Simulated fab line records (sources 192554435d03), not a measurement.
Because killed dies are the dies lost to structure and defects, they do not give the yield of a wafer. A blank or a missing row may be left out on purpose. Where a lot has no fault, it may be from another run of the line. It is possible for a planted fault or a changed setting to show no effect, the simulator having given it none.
Which of the tools did it? + flow n5_finfet + 24 lots with 72 wafers sampled at 5 steps, on a route of 1938 steps

WHAT THE GAUGES SHOWED, per wafer
N5_BEOL_M4_INSPECT_59: inspects for defects (darkfield). Usual: raw_defect_count reads 77 (standard deviation 25).
| lot  | measured     | on                | raw_defect_count | flag |
|------|--------------|-------------------|------------------|------|
| L074 | day 7 18:25  | defect_inspect-01 | 80 92 140        |      |
| L076 | day 8 01:40  | defect_inspect-01 | 46 57 63         |      |
| L075 | day 8 05:12  | defect_inspect-02 | 67 66 43         |      |
| L078 | day 8 10:28  | defect_inspect-02 | 88 67 98         |      |
| L077 | day 8 16:41  | defect_inspect-01 | 94 82 73         |      |
| L079 | day 9 03:43  | defect_inspect-02 | 61 97 97         |      |
| L080 | day 9 09:01  | defect_inspect-02 | 33 48 44         |      |
| L081 | day 9 11:29  | defect_inspect-02 | 79 99 91         |      |
| L082 | day 9 21:29  | defect_inspect-02 | 90 94 57         |      |
| L083 | day 10 01:32 | defect_inspect-02 | 104 71 95        |      |
| L084 | day 10 07:19 | defect_inspect-02 | 108 99 103       |      |
| L085 | day 10 17:19 | defect_inspect-01 | 132 104 115      |      |
| L086 | day 10 22:58 | defect_inspect-02 | 72 79 70         |      |
| L087 | day 11 06:56 | defect_inspect-01 | 73 47 69         |      |
| L088 | day 11 08:56 | defect_inspect-02 | 41 72 72         |      |
| L089 | day 11 13:08 | defect_inspect-02 | 60 71 75         |      |
| L090 | day 11 14:57 | defect_inspect-02 | 72 63 73         |      |
| L091 | day 12 05:33 | defect_inspect-02 | 40 46 45         |      |
| L092 | day 12 14:43 | defect_inspect-01 | 69 93 86         |      |
| L094 | day 12 17:14 | defect_inspect-02 | 51 35 37         |      |
| L093 | day 12 23:49 | defect_inspect-02 | 72 59 75         |      |
| L095 | day 13 04:49 | defect_inspect-01 | 95 106 98        |      |
| L096 | day 13 11:34 | defect_inspect-02 | 103 83 91        |      |
| L097 | day 13 22:02 | defect_inspect-02 | 61 65 92         |      |

EACH LOT AND THE TOOL THAT RAN IT (in order: tool; ch and the chambers of the sampled wafers; start)
| lot  | N5_BEOL_M4_ANNEAL_89         | N5_BEOL_M4_ANNEAL_91         | N5_BEOL_M4_ANNEAL_95         | N5_BEOL_M4_DEP_57               |
|------|------------------------------|------------------------------|------------------------------|---------------------------------|
| L074 | pvd_sputter-01, day 7 16:23  | pvd_sputter-01, day 7 16:37  | pvd_sputter-01, day 7 17:03  | pecvd-02 ch 0,1, day 7 18:20    |
| L076 | pvd_sputter-01, day 7 23:47  | pvd_sputter-01, day 8 00:00  | pvd_sputter-01, day 8 00:26  | pecvd-04 ch 0,1, day 8 01:34    |
| L075 | pvd_sputter-01, day 8 03:19  | pvd_sputter-01, day 8 03:32  | pvd_sputter-01, day 8 03:59  | pecvd-02 ch 0,2, day 8 05:06    |
| L078 | pvd_sputter-01, day 8 08:24  | pvd_sputter-01, day 8 08:39  | pvd_sputter-01, day 8 09:08  | pecvd-01 ch 1,2, day 8 10:23    |
| L077 | pvd_sputter-03, day 8 09:35  | pvd_sputter-03, day 8 09:48  | pvd_sputter-03, day 8 10:14  | pecvd-01 ch 0,2, day 8 16:36    |
| L079 | pvd_sputter-03, day 9 01:47  | pvd_sputter-03, day 9 02:00  | pvd_sputter-03, day 9 02:26  | pecvd-04 ch 0,1,2, day 9 03:38  |
| L080 | pvd_sputter-03, day 9 06:31  | pvd_sputter-03, day 9 06:44  | pvd_sputter-03, day 9 07:10  | pecvd-01 ch 0,1, day 9 08:56    |
| L081 | pvd_sputter-03, day 9 09:36  | pvd_sputter-03, day 9 09:49  | pvd_sputter-03, day 9 10:16  | pecvd-04 ch 0,1,2, day 9 11:23  |
| L082 | pvd_sputter-02, day 9 19:37  | pvd_sputter-02, day 9 19:50  | pvd_sputter-02, day 9 20:16  | pecvd-01 ch 0,1,2, day 9 21:23  |
| L083 | pvd_sputter-02, day 9 23:39  | pvd_sputter-02, day 9 23:52  | pvd_sputter-02, day 10 00:19 | pecvd-01 ch 0,1,2, day 10 01:26 |
| L084 | pvd_sputter-02, day 10 05:26 | pvd_sputter-02, day 10 05:39 | pvd_sputter-02, day 10 06:05 | pecvd-01 ch 0,1, day 10 07:13   |
| L085 | pvd_sputter-03, day 10 15:26 | pvd_sputter-03, day 10 15:40 | pvd_sputter-03, day 10 16:06 | pecvd-01 ch 0,1,2, day 10 17:13 |
| L086 | pvd_sputter-02, day 10 21:05 | pvd_sputter-02, day 10 21:19 | pvd_sputter-02, day 10 21:45 | pecvd-01 ch 0,1,2, day 10 22:53 |
| L087 | pvd_sputter-03, day 10 23:54 | pvd_sputter-03, day 11 00:08 | pvd_sputter-03, day 11 05:07 | pecvd-02 ch 0,1,2, day 11 06:51 |
| L088 | pvd_sputter-01, day 11 07:02 | pvd_sputter-01, day 11 07:16 | pvd_sputter-01, day 11 07:42 | pecvd-01 ch 1, day 11 08:50     |
| L089 | pvd_sputter-02, day 11 11:14 | pvd_sputter-02, day 11 11:28 | pvd_sputter-02, day 11 11:54 | pecvd-01 ch 1,2, day 11 13:02   |
| L090 | pvd_sputter-02, day 11 13:05 | pvd_sputter-02, day 11 13:18 | pvd_sputter-02, day 11 13:44 | pecvd-04 ch 0,1,2, day 11 14:52 |
| L091 | pvd_sputter-03, day 12 03:32 | pvd_sputter-03, day 12 03:46 | pvd_sputter-03, day 12 04:12 | pecvd-02 ch 1,2, day 12 05:26   |
| L092 | pvd_sputter-03, day 12 10:34 | pvd_sputter-03, day 12 10:47 | pvd_sputter-03, day 12 11:13 | pecvd-04 ch 0,1, day 12 14:37   |
| L094 | pvd_sputter-03, day 12 15:20 | pvd_sputter-03, day 12 15:33 | pvd_sputter-03, day 12 15:59 | pecvd-02 ch 1,2, day 12 17:07   |
| L093 | pvd_sputter-03, day 12 21:55 | pvd_sputter-03, day 12 22:08 | pvd_sputter-03, day 12 22:35 | pecvd-02 ch 1,2, day 12 23:43   |
| L095 | pvd_sputter-02, day 13 02:57 | pvd_sputter-02, day 13 03:10 | pvd_sputter-02, day 13 03:37 | pecvd-02 ch 0,1,2, day 13 04:44 |
| L096 | pvd_sputter-03, day 13 09:35 | pvd_sputter-03, day 13 09:49 | pvd_sputter-03, day 13 10:15 | pecvd-04 ch 0,2, day 13 11:28   |
| L097 | pvd_sputter-02, day 13 20:10 | pvd_sputter-02, day 13 20:23 | pvd_sputter-02, day 13 20:49 | pecvd-01 ch 0,2, day 13 21:56   |
- N5_BEOL_M4_ANNEAL_89: time 240 s.
- N5_BEOL_M4_ANNEAL_91: time 240 s.
- N5_BEOL_M4_ANNEAL_95: time 240 s.
- N5_BEOL_M4_DEP_57: deposits SiCN from 3MS/NH3, target thk 8 nm, time 14 s.

AS READ BY THE TOOLS THEMSELVES (means over the sampled wafers that have a number; for cases with no such wafer, the mark the record gives instead)
N5_BEOL_M4_ANNEAL_89. Usual: heater_power_w reads 806 W (standard deviation 81).
| lot  | tool           | heater_power_w (W) | flag |
|------|----------------|--------------------|------|
| L074 | pvd_sputter-01 | 834                |      |
| L076 | pvd_sputter-01 | 761                |      |
| L075 | pvd_sputter-01 | 818                |      |
| L078 | pvd_sputter-01 | 823                |      |
| L077 | pvd_sputter-03 | 762                |      |
| L079 | pvd_sputter-03 | 783                |      |
| L080 | pvd_sputter-03 | 770                |      |
| L081 | pvd_sputter-03 | 760                |      |
| L082 | pvd_sputter-02 | 890                |      |
| L083 | pvd_sputter-02 | 910                |      |
| L084 | pvd_sputter-02 | 891                |      |
| L085 | pvd_sputter-03 | 759                |      |
| L086 | pvd_sputter-02 | 965                |      |
| L087 | pvd_sputter-03 | 739                |      |
| L088 | pvd_sputter-01 | 824                |      |
| L089 | pvd_sputter-02 | 916                |      |
| L090 | pvd_sputter-02 | 907                |      |
| L091 | pvd_sputter-03 | 768                |      |
| L092 | pvd_sputter-03 | 747                |      |
| L094 | pvd_sputter-03 | 761                |      |
| L093 | pvd_sputter-03 | 738                |      |
| L095 | pvd_sputter-02 | 918                |      |
| L096 | pvd_sputter-03 | 796                |      |
| L097 | pvd_sputter-02 | 879                |      |

N5_BEOL_M4_ANNEAL_91. Usual: heater_power_w reads 804 W (standard deviation 82).
| lot  | tool           | heater_power_w (W) | flag |
|------|----------------|--------------------|------|
| L074 | pvd_sputter-01 | 812                |      |
| L076 | pvd_sputter-01 | 750                |      |
| L075 | pvd_sputter-01 | 817                |      |
| L078 | pvd_sputter-01 | 819                |      |
| L077 | pvd_sputter-03 | 760                |      |
| L079 | pvd_sputter-03 | 769                |      |
| L080 | pvd_sputter-03 | 764                |      |
| L081 | pvd_sputter-03 | 753                |      |
| L082 | pvd_sputter-02 | 885                |      |
| L083 | pvd_sputter-02 | 916                |      |
| L084 | pvd_sputter-02 | 896                |      |
| L085 | pvd_sputter-03 | 749                |      |
| L086 | pvd_sputter-02 | 944                |      |
| L087 | pvd_sputter-03 | 734                |      |
| L088 | pvd_sputter-01 | 812                |      |
| L089 | pvd_sputter-02 | 917                |      |
| L090 | pvd_sputter-02 | 911                |      |
| L091 | pvd_sputter-03 | 770                |      |
| L092 | pvd_sputter-03 | 737                |      |
| L094 | pvd_sputter-03 | 773                |      |
| L093 | pvd_sputter-03 | 767                |      |
| L095 | pvd_sputter-02 | 921                |      |
| L096 | pvd_sputter-03 | 791                |      |
| L097 | pvd_sputter-02 | 899                |      |

N5_BEOL_M4_ANNEAL_95. Usual: heater_power_w reads 806 W (standard deviation 83).
| lot  | tool           | heater_power_w (W) | flag |
|------|----------------|--------------------|------|
| L074 | pvd_sputter-01 | 819                |      |
| L076 | pvd_sputter-01 | 754                |      |
| L075 | pvd_sputter-01 | 825                |      |
| L078 | pvd_sputter-01 | 820                |      |
| L077 | pvd_sputter-03 | 749                |      |
| L079 | pvd_sputter-03 | 762                |      |
| L080 | pvd_sputter-03 | 771                |      |
| L081 | pvd_sputter-03 | 751                |      |
| L082 | pvd_sputter-02 | 897                |      |
| L083 | pvd_sputter-02 | 922                |      |
| L084 | pvd_sputter-02 | 895                |      |
| L085 | pvd_sputter-03 | 753                |      |
| L086 | pvd_sputter-02 | 962                |      |
| L087 | pvd_sputter-03 | 736                |      |
| L088 | pvd_sputter-01 | 799                |      |
| L089 | pvd_sputter-02 | 929                |      |
| L090 | pvd_sputter-02 | 922                |      |
| L091 | pvd_sputter-03 | 776                |      |
| L092 | pvd_sputter-03 | 746                |      |
| L094 | pvd_sputter-03 | 767                |      |
| L093 | pvd_sputter-03 | 743                |      |
| L095 | pvd_sputter-02 | 926                |      |
| L096 | pvd_sputter-03 | 792                |      |
| L097 | pvd_sputter-02 | 895                |      |

N5_BEOL_M4_DEP_57. Usual: showerhead_plenum_p_Torr 3.662 Torr, standard deviation 0.014; throttle_valve_pct 8.9 %, standard deviation 0.33.
| lot  | tool     | showerhead_plenum_p_Torr (Torr) | throttle_valve_pct (%) | flag |
|------|----------|---------------------------------|------------------------|------|
| L074 | pecvd-02 | 3.671                           | 9.1                    |      |
| L076 | pecvd-04 | 3.670                           | 9.1                    |      |
| L075 | pecvd-02 | 3.662                           | 8.6                    |      |
| L078 | pecvd-01 | 3.641                           | 8.9                    |      |
| L077 | pecvd-01 | 3.661                           | 9.0                    |      |
| L079 | pecvd-04 | 3.660                           | 9.1                    |      |
| L080 | pecvd-01 | 3.663                           | 8.8                    |      |
| L081 | pecvd-04 | 3.660                           | 9.2                    |      |
| L082 | pecvd-01 | 3.655                           | 8.8                    |      |
| L083 | pecvd-01 | 3.655                           | 8.8                    |      |
| L084 | pecvd-01 | 3.654                           | 8.8                    |      |
| L085 | pecvd-01 | 3.654                           | 9.0                    |      |
| L086 | pecvd-01 | 3.659                           | 8.9                    |      |
| L087 | pecvd-02 | 3.669                           | 8.8                    |      |
| L088 | pecvd-01 | 3.650                           | 8.7                    |      |
| L089 | pecvd-01 | 3.645                           | 9.1                    |      |
| L090 | pecvd-04 | 3.665                           | 9.0                    |      |
| L091 | pecvd-02 | 3.674                           | 8.9                    |      |
| L092 | pecvd-04 | 3.666                           | 9.4                    |      |
| L094 | pecvd-02 | 3.670                           | 8.7                    |      |
| L093 | pecvd-02 | 3.673                           | 8.8                    |      |
| L095 | pecvd-02 | 3.670                           | 8.4                    |      |
| L096 | pecvd-04 | 3.662                           | 9.1                    |      |
| L097 | pecvd-01 | 3.664                           | 9.0                    |      |

THE ANSWER, worked out from the rows above alone
Rule: a lot is off if the mean of its wafers that have a number lies more than 3 standard deviations from the usual mean. Also off: a lot with no number at a reading for which 4 or more lots have one. All remaining lots with rows at the step are treated as sound. First the gauges in route order, then the tools' own readings, where a lot's mean is used as printed above. The first step at which some lot is off is used, and at that step the reading that is off furthest; a lot without a number counts as furthest.
No lot is off at any reading shown: from this, nothing can be told.

WHAT WAS PUT IN BY THE SIMULATOR
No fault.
